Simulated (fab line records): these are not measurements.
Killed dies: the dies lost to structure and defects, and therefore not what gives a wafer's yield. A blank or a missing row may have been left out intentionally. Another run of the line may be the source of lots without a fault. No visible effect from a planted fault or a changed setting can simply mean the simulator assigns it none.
Split-lot experiment / flow n5-finfet / 39 wafers read from 7 lots, route of 1938 steps

## THE SPLIT ITSELF
At N5_GATE_CUT_EXPOSE_10 (exposes mask GATE CUT, target cd 20 nm), the setting dose-mj was moved away from the recipe's 43.25 on 15 of the 39 wafers read, by -5.6% to +7.9%. For the rest of the wafers, this setting stayed at what the recipe calls for.

## FROM THE SPLIT TO THE READING: what the file shows between them, 2 steps
- N5_GATE_CUT_PEB_11: peb time 60 s
- N5_GATE_CUT_DEVELOP_12: develop time 30 s

## THE READING
At N5_GATE_CUT_CD_MEAS_13: cd-nm in nanometres, against a target cd of 20 nm. On this fab line, fault-free wafers typically give 20.07 nm with a standard deviation of 0.22 nm.

wafer=L075.1; tool, chamber at the split=euv-scanner-02, 0; dose-mj as run=43.25; against the recipe=recipe; cd-nm, nm=20.46; against lot-mates on the recipe=-
wafer=L075.2; tool, chamber at the split=euv-scanner-02, 0; dose-mj as run=45.39; against the recipe=+4.9%; cd-nm, nm=20.81; against lot-mates on the recipe=+0.59
wafer=L075.3; tool, chamber at the split=euv-scanner-02, 0; dose-mj as run=43.25; against the recipe=recipe; cd-nm, nm=19.97; against lot-mates on the recipe=-
wafer=L075.4; tool, chamber at the split=euv-scanner-02, 0; dose-mj as run=43.25; against the recipe=recipe; cd-nm, nm=20.24; against lot-mates on the recipe=-
wafer=L075.5; tool, chamber at the split=euv-scanner-02, 0; dose-mj as run=45.39; against the recipe=+4.9%; cd-nm, nm=20.87; against lot-mates on the recipe=+0.65
wafer=L075.6; tool, chamber at the split=euv-scanner-02, 0; dose-mj as run=45.39; against the recipe=+4.9%; cd-nm, nm=21.55; against lot-mates on the recipe=+1.33
wafer=L079.1; tool, chamber at the split=euv-scanner-01, 0; dose-mj as run=40.82; against the recipe=-5.6%; cd-nm, nm=18.51; against lot-mates on the recipe=-1.84
wafer=L079.2; tool, chamber at the split=euv-scanner-01, 0; dose-mj as run=40.82; against the recipe=-5.6%; cd-nm, nm=18.81; against lot-mates on the recipe=-1.54
wafer=L079.3; tool, chamber at the split=euv-scanner-01, 0; dose-mj as run=43.25; against the recipe=recipe; cd-nm, nm=20.30; against lot-mates on the recipe=-
wafer=L079.4; tool, chamber at the split=euv-scanner-01, 0; dose-mj as run=40.82; against the recipe=-5.6%; cd-nm, nm=18.52; against lot-mates on the recipe=-1.83
wafer=L079.5; tool, chamber at the split=euv-scanner-01, 0; dose-mj as run=43.25; against the recipe=recipe; cd-nm, nm=20.38; against lot-mates on the recipe=-
wafer=L079.6; tool, chamber at the split=euv-scanner-01, 0; dose-mj as run=43.25; against the recipe=recipe; cd-nm, nm=20.37; against lot-mates on the recipe=-
wafer=L084.1; tool, chamber at the split=euv-scanner-02, 0; dose-mj as run=40.96; against the recipe=-5.3%; cd-nm, nm=18.96; against lot-mates on the recipe=-1.18
wafer=L084.2; tool, chamber at the split=euv-scanner-02, 0; dose-mj as run=40.96; against the recipe=-5.3%; cd-nm, nm=19.22; against lot-mates on the recipe=-0.92
wafer=L084.3; tool, chamber at the split=euv-scanner-02, 0; dose-mj as run=40.96; against the recipe=-5.3%; cd-nm, nm=18.92; against lot-mates on the recipe=-1.22
wafer=L084.4; tool, chamber at the split=euv-scanner-02, 0; dose-mj as run=43.25; against the recipe=recipe; cd-nm, nm=20.29; against lot-mates on the recipe=-
wafer=L084.5; tool, chamber at the split=euv-scanner-02, 0; dose-mj as run=43.25; against the recipe=recipe; cd-nm, nm=19.82; against lot-mates on the recipe=-
wafer=L084.6; tool, chamber at the split=euv-scanner-02, 0; dose-mj as run=43.25; against the recipe=recipe; cd-nm, nm=20.31; against lot-mates on the recipe=-
wafer=L088.1; tool, chamber at the split=euv-scanner-01, 0; dose-mj as run=43.25; against the recipe=recipe; cd-nm, nm=20.40; against lot-mates on the recipe=-
wafer=L088.2; tool, chamber at the split=euv-scanner-01, 0; dose-mj as run=43.25; against the recipe=recipe; cd-nm, nm=19.89; against lot-mates on the recipe=-
wafer=L088.3; tool, chamber at the split=euv-scanner-01, 0; dose-mj as run=43.25; against the recipe=recipe; cd-nm, nm=20.38; against lot-mates on the recipe=-
wafer=L088.4; tool, chamber at the split=euv-scanner-01, 0; dose-mj as run=43.25; against the recipe=recipe; cd-nm, nm=19.94; against lot-mates on the recipe=-
wafer=L088.5; tool, chamber at the split=euv-scanner-01, 0; dose-mj as run=43.25; against the recipe=recipe; cd-nm, nm=20.28; against lot-mates on the recipe=-
wafer=L088.6; tool, chamber at the split=euv-scanner-01, 0; dose-mj as run=43.25; against the recipe=recipe; cd-nm, nm=20.29; against lot-mates on the recipe=-
wafer=L090.1; tool, chamber at the split=euv-scanner-02, 0; dose-mj as run=46.65; against the recipe=+7.9%; cd-nm, nm=21.02; against lot-mates on the recipe=+0.77
wafer=L090.2; tool, chamber at the split=euv-scanner-02, 0; dose-mj as run=43.25; against the recipe=recipe; cd-nm, nm=20.12; against lot-mates on the recipe=-
wafer=L090.3; tool, chamber at the split=euv-scanner-02, 0; dose-mj as run=46.65; against the recipe=+7.9%; cd-nm, nm=21.33; against lot-mates on the recipe=+1.08
wafer=L090.4; tool, chamber at the split=euv-scanner-02, 0; dose-mj as run=46.65; against the recipe=+7.9%; cd-nm, nm=21.48; against lot-mates on the recipe=+1.23
wafer=L090.5; tool, chamber at the split=euv-scanner-02, 0; dose-mj as run=43.25; against the recipe=recipe; cd-nm, nm=20.34; against lot-mates on the recipe=-
wafer=L090.6; tool, chamber at the split=euv-scanner-02, 0; dose-mj as run=43.25; against the recipe=recipe; cd-nm, nm=20.28; against lot-mates on the recipe=-
wafer=L093.1; tool, chamber at the split=euv-scanner-02, 0; dose-mj as run=43.25; against the recipe=recipe; cd-nm, nm=20.02; against lot-mates on the recipe=-
wafer=L093.2; tool, chamber at the split=euv-scanner-02, 0; dose-mj as run=46.22; against the recipe=+6.9%; cd-nm, nm=21.39; against lot-mates on the recipe=+1.40
wafer=L093.3; tool, chamber at the split=euv-scanner-02, 0; dose-mj as run=46.22; against the recipe=+6.9%; cd-nm, nm=21.31; against lot-mates on the recipe=+1.32
wafer=L093.4; tool, chamber at the split=euv-scanner-02, 0; dose-mj as run=43.25; against the recipe=recipe; cd-nm, nm=20.10; against lot-mates on the recipe=-
wafer=L093.5; tool, chamber at the split=euv-scanner-02, 0; dose-mj as run=43.25; against the recipe=recipe; cd-nm, nm=19.85; against lot-mates on the recipe=-
wafer=L093.6; tool, chamber at the split=euv-scanner-02, 0; dose-mj as run=46.22; against the recipe=+6.9%; cd-nm, nm=21.18; against lot-mates on the recipe=+1.19
wafer=L097.1; tool, chamber at the split=euv-scanner-02, 0; dose-mj as run=43.25; against the recipe=recipe; cd-nm, nm=20.36; against lot-mates on the recipe=-
wafer=L097.2; tool, chamber at the split=euv-scanner-02, 0; dose-mj as run=43.25; against the recipe=recipe; cd-nm, nm=20.25; against lot-mates on the recipe=-
wafer=L097.5; tool, chamber at the split=euv-scanner-02, 0; dose-mj as run=43.25; against the recipe=recipe; cd-nm, nm=20.22; against lot-mates on the recipe=-

THE FIT
A straight line over all 39 wafers: cd-nm changes by +0.188 nm for each +1% of dose-mj; r = +0.94; the points scatter about the line by 0.26 nm.
The same after taking each lot's own level away (the mean of its wafers on the recipe; 39 wafers): +0.196 nm for each +1%; r = +0.94; scatter 0.28 nm.
On that fit, the largest move of dose-mj shifts the reading by 1.5 nm.
Measured against the standard deviation above, the lots' own levels, which go from 19.990 to 20.350 nm, span 1.6 times it.
Consequently the slope shifts little with the lot-to-lot level, the two slopes agreeing.
Check: +1.52 nm against its lot-mates is what the line predicts for one of the wafers moved furthest among these (+7.9%) when that wafer is left out of the fit. Against them it came out at +0.773 nm.

## THE WHOLE CHAIN: every reading that the file lists as answering this split, in the file's order
step=N5_GATE_CUT_CD_MEAS_13; what it does=target cd 20 nm; reading=cd-nm; change (the file's fit)=+0.191 nm for each +1% of the setting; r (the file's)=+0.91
step=N5_GATE_CUT_DESCUM_18; what it does=chemistry O2, time 7 s; reading=GATE_CUT.cd-nm (the simulator's own value, which no gauge read); change (the file's fit)=+0.206 nm for each +1% of the setting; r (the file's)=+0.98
step=N5_GATE_CUT_HM_OPEN_40; what it does=chemistry C4F6/O2, target SiO2, target depth 139 nm, time 85.1 s; reading=GATE_CUT.cd-nm (the simulator's own value, which no gauge read); change (the file's fit)=+0.202 nm for each +1% of the setting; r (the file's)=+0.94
step=N5_GATE_CUT_ETCH_47; what it does=etches SiO2 in Cl2/BCl3, target depth 10 nm; reading=GATE_CUT.cd-nm (the simulator's own value, which no gauge read); change (the file's fit)=+0.192 nm for each +1% of the setting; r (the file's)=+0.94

## THE FILE'S OWN FIT
cd-nm changes by +0.191 nm for each +1% of dose-mj, r = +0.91.
